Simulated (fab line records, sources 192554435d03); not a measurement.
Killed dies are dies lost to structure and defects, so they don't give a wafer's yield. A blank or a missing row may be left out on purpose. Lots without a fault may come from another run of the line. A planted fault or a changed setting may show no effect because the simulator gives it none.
Split-lot experiment | flow n5_finfet | 7 lots, 39 wafers read, on a route of 1938 steps

THE SPLIT
At N5_BEOL_M11_VIA_ETCH_34 (etches SiCOH lowk in C4F6/O2, target depth 184.5 nm, time 69.2 s), the setting time_s was moved away from the recipe's 69.2 s on 6 of the 39 wafers read, by -43.8% to +44.5%. The other wafers ran this setting at the recipe's value.

The reading is taken at the split's own step.

THE READING
SOC_of_BEOL_M11_COAT_63.thk_nm (the simulator's own value, which no gauge read), in nm, at N5_BEOL_M11_VIA_ETCH_34 (etches SiCOH lowk in C4F6/O2, target depth 184.5 nm, time 69.2 s). The file gives no usual value for it. The 33 wafers here that ran the recipe average 91.9 nm, standard deviation 0.48 nm.

wafer  | tool, chamber at the split | time_s as run, s | against the recipe | SOC_of_BEOL_M11_COAT_63.thk_nm, nm | against lot-mates on the recipe
L074.1 | rie_diel-01, 1             | 69.2             | recipe             | 92                                 | -
L074.2 | rie_diel-01, 3             | 69.2             | recipe             | 92                                 | -
L074.3 | rie_diel-01, 0             | 69.2             | recipe             | 92.2                               | -
L074.4 | rie_diel-01, 2             | 69.2             | recipe             | 91.8                               | -
L074.5 | rie_diel-01, 3             | 69.2             | recipe             | 92                                 | -
L074.6 | rie_diel-01, 2             | 69.2             | recipe             | 92.4                               | -
L077.3 | rie_diel-05, 3             | 69.2             | recipe             | 91.6                               | -
L077.4 | rie_diel-05, 1             | 69.2             | recipe             | 91.8                               | -
L077.6 | rie_diel-05, 2             | 69.2             | recipe             | 91.8                               | -
L078.1 | rie_diel-01, 3             | 69.2             | recipe             | 92.2                               | -
L078.2 | rie_diel-01, 0             | 69.2             | recipe             | 91.4                               | -
L078.3 | rie_diel-01, 1             | 69.2             | recipe             | 91.2                               | -
L078.4 | rie_diel-01, 0             | 69.2             | recipe             | 91.2                               | -
L078.5 | rie_diel-01, 1             | 69.2             | recipe             | 91.6                               | -
L078.6 | rie_diel-01, 3             | 69.2             | recipe             | 91.8                               | -
L081.1 | rie_diel-01, 3             | 69.2             | recipe             | 92                                 | -
L081.2 | rie_diel-01, 1             | 69.2             | recipe             | 91.2                               | -
L081.3 | rie_diel-01, 0             | 69.2             | recipe             | 91.6                               | -
L081.4 | rie_diel-01, 0             | 69.2             | recipe             | 91.6                               | -
L081.5 | rie_diel-01, 1             | 69.2             | recipe             | 91.4                               | -
L081.6 | rie_diel-01, 3             | 69.2             | recipe             | 92                                 | -
L082.1 | rie_diel-05, 2             | 69.2             | recipe             | 91.4                               | -
L082.2 | rie_diel-05, 1             | 38.86            | -43.8%             | 95.2                               | +3.7
L082.3 | rie_diel-05, 3             | 38.86            | -43.8%             | 95.2                               | +3.7
L082.4 | rie_diel-05, 0             | 69.2             | recipe             | 91.4                               | -
L082.5 | rie_diel-05, 0             | 38.86            | -43.8%             | 95.4                               | +3.9
L082.6 | rie_diel-05, 3             | 69.2             | recipe             | 91.6                               | -
L089.1 | rie_diel-06, 1             | 69.2             | recipe             | 92.4                               | -
L089.2 | rie_diel-06, 3             | 69.2             | recipe             | 92                                 | -
L089.3 | rie_diel-06, 0             | 100              | +44.5%             | 89                                 | -3.3
L089.4 | rie_diel-06, 2             | 100              | +44.5%             | 88.8                               | -3.5
L089.5 | rie_diel-06, 1             | 69.2             | recipe             | 92.6                               | -
L089.6 | rie_diel-06, 0             | 100              | +44.5%             | 89                                 | -3.3
L093.1 | rie_diel-01, 2             | 69.2             | recipe             | 92.8                               | -
L093.2 | rie_diel-01, 0             | 69.2             | recipe             | 93                                 | -
L093.3 | rie_diel-01, 1             | 69.2             | recipe             | 92.2                               | -
L093.4 | rie_diel-01, 1             | 69.2             | recipe             | 92.4                               | -
L093.5 | rie_diel-01, 2             | 69.2             | recipe             | 92.6                               | -
L093.6 | rie_diel-01, 0             | 69.2             | recipe             | 92.6                               | -

THE FIT
A straight line over all 39 wafers: SOC_of_BEOL_M11_COAT_63.thk_nm changes by -0.0717 nm for each +1% of time_s; r = -0.94; the points scatter about the line by 0.46 nm.
The same after taking each lot's own level away (the mean of its wafers on the recipe; 39 wafers): -0.0815 nm for each +1%; r = -0.98; scatter 0.26 nm.
On that fit, the largest move of time_s shifts the reading by 3.6 nm.
The lots' own levels span 91.47 to 92.60 nm, that is 2.4 times the standard deviation above.
So the lot-to-lot level changes the slope: the two fits differ.
Check: with one of the wafers moved furthest among these (+44.5%) left out of the fit, the line predicts -3.65 nm for it against its lot-mates. It came out at -3.33 nm against them.

OTHER SPLITS ON THESE WAFERS
These wafers also went through other splits before the reading. Each is held against what the fit with the lots' levels taken away leaves over:
other split on the same wafers          | wafers away from the commonest value | r with SOC_of_BEOL_M11_COAT_63.thk_nm (lot level and that fit taken away)
N5_ZERO_LAYER_DEVELOP_10 develop_time_s | 15                                   | +0.22
N5_FIN_CUT_CUT_ETCH_15 target_depth_a   | 12                                   | -0.08
N5_SD_EPI_P_EPI_21 epi_growth_time_s    | 12                                   | -0.06
N5_MOL_CONTACT_COAG_ALD_133 ald_cycles  | 18                                   | +0.02
N5_BEOL_M1_DEP_57 target_thk_a          | 12                                   | +0.07
N5_BEOL_M8_DESCUM_16 time_s             | 12                                   | +0.07

THE WHOLE CHAIN: every reading that the file lists as answering this split, in the file's order
step                    | what it does                                                     | reading                                                                         | change (the file's fit)                | r (the file's)
N5_BEOL_M11_VIA_ETCH_34 | etches SiCOH lowk in C4F6/O2, target depth 184.5 nm, time 69.2 s | etch.depth_nm (the simulator's own value, which no gauge read)                  | +1.77 nm for each +1% of the setting   | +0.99
N5_BEOL_M11_VIA_ETCH_34 | etches SiCOH lowk in C4F6/O2, target depth 184.5 nm, time 69.2 s | SOC_of_BEOL_M11_COAT_63.thk_nm (the simulator's own value, which no gauge read) | -0.0815 nm for each +1% of the setting | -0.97

THE FILE'S OWN FIT
SOC_of_BEOL_M11_COAT_63.thk_nm changes by -0.0815 nm for each +1% of time_s, r = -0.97.
